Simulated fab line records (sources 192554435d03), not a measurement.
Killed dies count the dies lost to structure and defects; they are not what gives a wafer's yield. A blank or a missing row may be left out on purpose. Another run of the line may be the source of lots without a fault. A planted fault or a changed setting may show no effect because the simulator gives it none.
Matching of chambers + flow n5-finfet + N5_BEOL_M6_CMP_52 on cmp-02: 4 sister chambers
The step polishes, stops on SiCOH lowk, t overpolish 6.9 s, target thk 80 nm. 4 wafers are shown with their chamber, then 8 later ones without.

## WAFERS WITH THEIR CHAMBER
| wafer  | chamber | motor-current-A (A) |
|--------|---------|---------------------|
| L085.5 | 0       | 5.5                 |
| L089.3 | 2       | 5.4                 |
| L089.4 | 1       | 5.8                 |
| L092.1 | 3       | 7.2                 |

## WAFERS MISSING THEIR CHAMBER
| wafer  | motor-current-A (A) |
|--------|---------------------|
| L092.4 | 5.8                 |
| L092.5 | 7.3                 |
| L094.2 | 7.5                 |
| L094.3 | 5.7                 |
| L094.5 | 8.1                 |
| L095.2 | 5.6                 |
| L095.4 | 7.3                 |
| L095.6 | 5.7                 |

## THE CHAMBER EACH PASSED THROUGH
| wafer  | from the rows above          | in truth |
|--------|------------------------------|----------|
| L092.4 | can't be placed: 1 or 0 or 2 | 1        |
| L092.5 | 3                            | 3        |
| L094.2 | 3                            | 3        |
| L094.3 | can't be placed: 1 or 0 or 2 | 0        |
| L094.5 | 3                            | 3        |
| L095.2 | can't be placed: 0 or 2 or 1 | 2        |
| L095.4 | 3                            | 3        |
| L095.6 | can't be placed: 1 or 0 or 2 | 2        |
Correctly placed: 4 of 8. Not placeable from these rows: 4 (in 4, the candidates include the true chamber). 0 placed wrongly.
How it was worked out, from the rows above alone: a wafer's distance from a chamber is the root of the sum, over the readings, of the square of ((its reading less the chamber's mean) divided by the reading's scatter). The wafer belongs to the nearest chamber; if the next one is less than 2 further off, it can't be placed. A chamber's mean is the mean of its shown wafers. The scatter: root of mean squared gap, hidden wafer to nearest shown wafer, with one shown wafer a chamber.
